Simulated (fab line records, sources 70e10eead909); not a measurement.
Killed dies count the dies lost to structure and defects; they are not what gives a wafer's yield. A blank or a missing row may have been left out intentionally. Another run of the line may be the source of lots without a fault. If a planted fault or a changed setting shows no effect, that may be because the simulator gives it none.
fab line records | flow nand_harc
[record] lots = 13 wafers = 38 last_day = 33
route steps=1302 shown A_BLC@1136 A_M0@1150
lots untouched by any fault: they come from a run of this same line in which no faults occurred
start_h: hours from the record's first day to the start of the lot's first wafer shown | wait_h: time in hours since the lot's previous step | " identical to the entry in the row above | L1.1+2: several wafers, shown together as one row | - value missing, or start not given | * or withheld: withheld | < > ~ a bound
route shown NAME@n: a module of which the file shows steps, and the number in the route of the first | usual: average and standard deviation across the fault-free wafers | same: alike in all rows | chamber/n: place in a boat | sites: each site's reading | _std_site: their standard deviation | _edge_site: inner sites' mean taken away from outer sites' mean | radius_mm: for every site, how far away it sits from the centre of the wafer | mask NAME#n: copy n | behind: the last tool/chamber to shape the wafer | hold: the reason the lot was held/the length of the hold in hours/how it ended | device: the transistor (n, p or np) that didn't switch | end of line: the route-end tests of the same wafers | step lacking rows: just its recipe | killed: dies that structure and defects cost at the first sort, which is not the same as the wafer's yield | map: a wafer's dies, marking killed ones x, the rest . and places with no die _
set.NAME: setting as actually run; set.NAME@STEP: the setting as run at that earlier step | model.NAME: the simulator's own value behind a step, which no gauge read
a sample of lots followed through the steps of the route, with each step as a table and each wafer as a row
services: from which hour (start_h, from the record's first day; less than 0 if before it) a tool's chamber was out of use, for how many hours, and why
[[steps]]
[step NHARC_A_BLC_INSPECT_28]
[usual] raw_defect_count = 528/130
// columns lot.wafer tool chamber start_h wait_h raw_defect_count
L590.2 defect_inspect-01 - 526.37 0.1 591
L590.3 " - " " 484
L590.5 " - " " 515
L592.1 defect_inspect-02 - 541.22 0.1 491
L592.2 " - " " 481
L592.4 " - " " 689
L593.3 defect_inspect-01 - 545.96 0.1 313
L593.4 " - " " 397
L593.5 " - " " 447
L597.2 defect_inspect-02 - 601.56 0.1 504
L597.3 " - " " 441
L597.6 " - " " 536
L600.2 defect_inspect-02 - 638.55 0.1 529
L600.6 " - " " 566
L606.1 defect_inspect-01 - 691.82 0.1 361
L606.3 " - " " 348
L606.4 " - " " 318
L608.1 defect_inspect-02 - 697.49 0.1 400
L608.4 " - " " 524
L608.6 " - " " 659
L607.1 defect_inspect-01 - 702.25 0.1 596
L607.2 " - " " 474
L607.6 " - " " 688
L609.1 defect_inspect-01 - 719.58 0.1 374
L609.2 " - " " 567
L609.6 " - " " 555
L610.1 defect_inspect-01 - 722.27 0.1 506
L610.2 " - " " 561
L610.6 " - " " 421
L611.3 defect_inspect-01 - 724.88 0.1 409
L611.5 " - " " 528
L611.6 " - " " 445
L612.2 defect_inspect-01 - 727.43 0.1 409
L612.3 " - " " 529
L612.5 " - " " 579
L613.3 defect_inspect-01 - 751.16 0.1 489
L613.4 " - " " 415
L613.6 " - " " 401
[step NHARC_A_M0_DESCUM_14]
[recipe] time_s = 3 o2_flow_sccm = 200 ar_flow_sccm = 0 bias_power_w = 0 chemistry = O2
[usual] drypump_motor_current_A = 5.8/0.35 oes_product_au = 0.999/0.015 rf_vpp_V = 57.9/0.81 showerhead_plenum_p_Torr = 1.93/0.047 throttle_valve_pct = 11.311/0.0089
[same] bias_power_w = 0
// columns lot.wafer tool chamber start_h wait_h drypump_motor_current_A oes_product_au rf_hours_counter_h rf_vpp_V showerhead_plenum_p_Torr throttle_valve_pct
L590.3 rie_diel-03 2 527.46 0.1 6.0 1.014 2.7 57.9 1.96 11.309
L590.2 " 3 " " 5.6 0.997 2.8 57.7 1.98 11.326
L590.5 " 1 " " 5.2 1.015 - 57.1 1.93 11.304
L592.1 rie_diel-03 3 542.32 0.1 5.5 0.999 3.2 58.7 1.98 11.315
L592.4 " 0 " " 5.6 1.007 2.9 57.2 1.90 11.305
L592.2 " 1 " " 5.3 1.018 2.7 59.1 1.93 11.318
L593.3 rie_diel-04 0 547.04 0.1 5.8 0.964 0.0 58.0 1.95 11.299
L593.4 " 3 " " 5.4 1.009 0.0 57.9 1.91 11.320
L593.5 " 1 " " 6.3 0.986 - 58.3 1.92 11.310
L597.2 rie_diel-03 3 602.64 0.1 5.6 1.003 6.0 58.7 1.98 11.310
L597.3 " 1 " " 5.3 1.011 6.2 58.1 1.93 11.299
L597.6 " 1 " " 5.3 1.013 - 57.6 1.93 11.327
L600.2 rie_diel-04 2 639.66 0.1 6.2 1.026 4.3 58.4 1.85 11.320
L600.6 " 0 " " 5.8 0.966 - 57.2 1.95 11.306
L606.3 rie_diel-07 0 692.78 0.1 5.6 0.994 1.9 57.1 1.97 11.306
L606.1 " 3 " " 6.1 1.003 1.8 57.2 1.78 11.295
L606.4 " 2 " " 6.3 0.990 - 57.8 1.93 11.316
L608.1 rie_diel-03 1 698.59 0.1 5.3 1.020 2.9 59.1 1.93 11.318
L608.4 " 2 " " 6.0 1.010 2.4 58.4 1.95 11.311
L608.6 " 0 " " 5.6 1.006 - 58.7 1.90 11.321
L607.1 rie_diel-03 0 703.35 0.1 5.6 1.002 2.9 58.8 1.89 11.323
L607.2 " 1 " " 5.3 1.019 3.0 58.1 1.93 11.312
L607.6 " 2 " " 6.0 1.006 - 59.4 1.95 11.312
L609.2 rie_diel-04 0 720.67 0.1 5.8 0.971 0 56.9 1.95 11.305
L609.1 " 3 " " 5.4 1.016 0 57.6 1.90 11.308
L609.6 " 1 " " 6.3 0.983 - 57.8 1.92 11.298
L610.2 rie_diel-03 1 723.36 0.1 5.3 1.010 4.0 57.8 1.93 11.324
L610.1 " 0 " " 5.6 0.995 3.6 59.2 1.90 11.328
L610.6 " 1 " " 5.3 1.004 - 57.1 1.93 11.305
L611.3 rie_diel-03 3 725.85 0.1 5.6 1.013 3.5 57.3 1.98 11.326
L611.6 " 2 " " 6.1 1.008 - 58.2 1.95 11.311
L611.5 " 3 " " 5.5 0.998 - 57.9 1.98 11.303
L612.2 rie_diel-07 2 728.53 0.1 6.3 1.003 4.0 59.0 1.93 11.306
L612.3 " 3 " " 6.1 1.004 4.7 57.1 1.77 11.298
L612.5 " 1 " " 6.0 1.016 - 59.7 2.02 11.302
L613.3 rie_diel-03 2 752.27 0.1 6.1 1.010 5.3 58.9 1.95 11.314
L613.4 " 3 " " 5.6 1.008 5.5 58.3 1.98 11.313
L613.6 " 1 " " 5.3 1.002 - 58.9 1.93 11.314
[step NHARC_A_M0_PVD_20]
[recipe] target_thk_a = 50 bias_v = 168.6 power_w = 15000 chamber_pressure_pa = 0.12 time_s = 8.06 substrate_temp_c = 50 material = TaN
[usual] throttle_valve_pct = 29.6/0.91
// columns lot.wafer tool chamber start_h wait_h throttle_valve_pct
L590.3 pvd_sputter-02 - - - 29.4
L590.2 " - " " 29.5
L590.5 " - " " 29.6
L592.1 pvd_sputter-03 - - - 30.5
L592.4 " - " " 31.2
L592.2 " - " " 30.0
L593.3 pvd_sputter-03 - - - 30.3
L593.4 " - " " 31.4
L593.5 " - " " 31.1
L597.2 pvd_sputter-02 - - - 31.3
L597.3 " - " " 29.6
L597.6 " - " " 31.4
L600.2 pvd_sputter-01 - - - 29.4
L600.6 " - " " 29.7
L606.1 pvd_sputter-02 - - - 29.4
L606.4 " - " " 30.0
L606.3 " - " " 30.3
L608.1 pvd_sputter-03 - - - 30.4
L608.4 " - " " 31.2
L608.6 " - " " 30.3
L607.1 pvd_sputter-01 - - - 29.4
L607.2 " - " " 29.4
L607.6 " - " " 29.2
L609.1 pvd_sputter-03 - - - 30.7
L609.2 " - " " 30.1
L609.6 " - " " 29.7
L610.2 pvd_sputter-01 - - - 29.7
L610.1 " - " " 29.3
L610.6 " - " " 28.7
L611.3 pvd_sputter-02 - - - 30.1
L611.5 " - " " 30.5
L611.6 " - " " 29.0
L612.2 pvd_sputter-01 - - - 29.0
L612.3 " - " " 28.7
L612.5 " - " " 29.1
L613.4 pvd_sputter-03 - - - 30.8
L613.3 " - " " 29.9
L613.6 " - " " 29.7
[step NHARC_A_M0_ECD_22]
[recipe] target_thk_a = 4000 bath_temp_c = 25 material = Cu
[usual] bath_heat_duty_pct = 6.3/0.76
// columns lot.wafer tool chamber start_h wait_h bath_heat_duty_pct
L590.2 ecd_cu-02 1 528.72 - 5.4
L590.3 " 0 " " 7.6
L590.5 " 0 " " 7.8
L592.1 ecd_cu-02 0 543.64 - 6.9
L592.2 " 1 " " 5.2
L592.4 " 0 " " 7.0
L593.4 ecd_cu-02 1 548.43 - 5.6
L593.3 " 0 " " 7.6
L593.5 " 0 " " 7.5
L597.2 ecd_cu-02 1 604.05 - 6.0
L597.3 " 0 " " 6.5
L597.6 " 1 " " 6.5
L600.2 ecd_cu-02 1 640.99 - 5.8
L600.6 " 0 " " 6.7
L606.1 ecd_cu-01 1 694.11 - 6.3
L606.3 " 1 " " 5.4
L606.4 " 0 " " 5.6
L608.1 ecd_cu-01 1 699.91 - 6.6
L608.4 " 1 " " 6.4
L608.6 " 1 " " 5.6
L607.1 ecd_cu-02 1 704.61 - 6.5
L607.2 " 0 " " 6.9
L607.6 " 1 " " 5.8
L609.1 ecd_cu-01 1 722.00 - 5.0
L609.2 " 0 " " 5.7
L609.6 " 1 " " 5.7
L610.2 ecd_cu-02 0 724.78 - 7.7
L610.1 " 1 " " 6.4
L610.6 " 1 " " 4.8
L611.3 ecd_cu-01 0 727.36 - 6.6
L611.6 " 1 " " 5.9
L611.5 " 0 " " 6.6
L612.2 ecd_cu-02 0 729.85 - 7.0
L612.3 " 1 " " 5.5
L612.5 " 1 " " 6.2
L613.4 ecd_cu-01 0 753.65 - 6.8
L613.3 " 1 " " 6.8
L613.6 " 1 " " 5.4
[step NHARC_A_M0_CMP_23]
[recipe] t_overpolish_s = 20 target_thk_nm = 113.75
[usual] motor_current_A = 12.3/1.1 time_to_endpoint_s = 30.0/3
// columns lot.wafer tool chamber start_h wait_h motor_current_A time_to_endpoint_s
L590.3 cmp-03 2 529.46 - 11.6 31.8
L590.2 " 3 " " 11.2 30.9
L590.5 " 2 " " 12.4 32.5
L592.2 cmp-04 2 544.40 - 12.9 25.8
L592.4 " 3 " " 14.3 29.5
L592.1 " 0 " " 14.6 35.5
L593.4 cmp-04 1 549.05 - 13.2 28.0
L593.3 " 0 " " 15.5 32.4
L593.5 " 1 " " 12.5 28.9
L597.2 cmp-03 1 604.72 - 11.3 31.6
L597.3 " 3 " " 11.1 26.3
L597.6 " 2 " " 12.1 29.4
L600.2 cmp-01 3 641.66 - 11.3 35.6
L600.6 " 3 " " 11.8 14.9
L606.4 cmp-03 0 694.83 - 13.6 30.5
L606.3 " 1 " " 11.2 32.9
L606.1 " 2 " " 12.9 33.2
L608.1 cmp-01 0 700.57 - 11.9 26.7
L608.4 " 2 " " 11.0 23.2
L608.6 " 1 " " 12.2 27.6
L607.1 cmp-01 2 705.39 - 11.5 26.2
L607.2 " 3 " " 11.9 34.5
L607.6 " 0 " " 11.8 29.9
L609.1 cmp-01 0 722.73 - 12.3 29.8
L609.2 " 2 " " 11.0 24.5
L609.6 " 0 " " 12.3 28.3
L610.1 cmp-03 3 725.54 - 10.3 30.8
L610.2 " 1 " " 10.9 32.9
L610.6 " 2 " " 11.5 33.1
L611.3 cmp-04 2 727.98 - 13.1 25.0
L611.5 " 0 " " 15.7 35.0
L611.6 " 1 " " 13.5 30.4
L612.2 cmp-01 2 730.60 - 10.7 22.3
L612.3 " 3 " " 11.5 28.4
L612.5 " 2 " " 11.1 22.4
L613.3 cmp-03 2 754.33 - 12.4 31.2
L613.4 " 1 " " 10.9 33.6
L613.6 " 3 " " 10.7 29.7
[[services]]
// columns tool chamber start_h hours kind
ecd_cu-01 - 511.06 23.9 repair
pvd_sputter-03 - 512.57 1.9 repair
pvd_sputter-03 - 526.00 10.0 pm
ecd_cu-01 - 534.99 8.0 pm
ecd_cu-01 - 551.47 0.8 repair
cmp-03 - 554.06 4.0 pm
cmp-01 - 578.34 4.0 pm
cmp-03 - 580.76 0.3 repair
ecd_cu-02 - 596.00 8.0 pm
cmp-03 - 621.33 0.8 repair
cmp-01 - 622.54 2.5 repair
rie_diel-03 - 635.34 9.0 pm
cmp-03 - 652.06 4.0 pm
ecd_cu-01 - 652.55 1.4 repair
pvd_sputter-03 - 656.98 9.4 repair
rie_diel-03 - 670.38 1.1 repair
cmp-01 - 676.34 4.0 pm
pvd_sputter-03 - 704.00 10.0 pm
ecd_cu-01 - 708.50 2.7 repair
rie_diel-03 2 717.54 6.2 repair
pvd_sputter-03 - 734.51 1.1 repair
cmp-03 - 742.32 0.5 repair
rie_diel-03 - 745.67 1.1 repair
cmp-03 - 750.06 4.0 pm
[[key]]
[first_sign] step = NHARC_A_M0_CMP_23 reading = time_to_endpoint_s direction = down sigmas = 5.1 usual = * struck = *
effect none on later readings
met_at NHARC_A_M0_ECD_22
struck_lots L600
struck_wafers L600.6
later_rows_left_out L600.6
sort_left_out L600.6
not_acting_at NHARC_A_BLC_INSPECT_28,NHARC_A_M0_DESCUM_14,NHARC_A_M0_PVD_20
onset_between 604.05 640.99
[fault] kind = process_parameter_drift tool = ecd_cu-02 chamber = - onset_h = 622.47 steps = NHARC_A_M0_ECD_22 channel = target_thk_a offset = * shape = step end_h = 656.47 scope = struck_wafers_only acts_in = * stated = *
// sort_left_out: the simulated sort isn't trusted on such a fault, so these wafers' sort isn't shown, and their yield isn't known
// later_rows_left_out: the simulator's readings of these wafers behind a module that went badly wrong aren't trusted and aren't shown, but for the sort
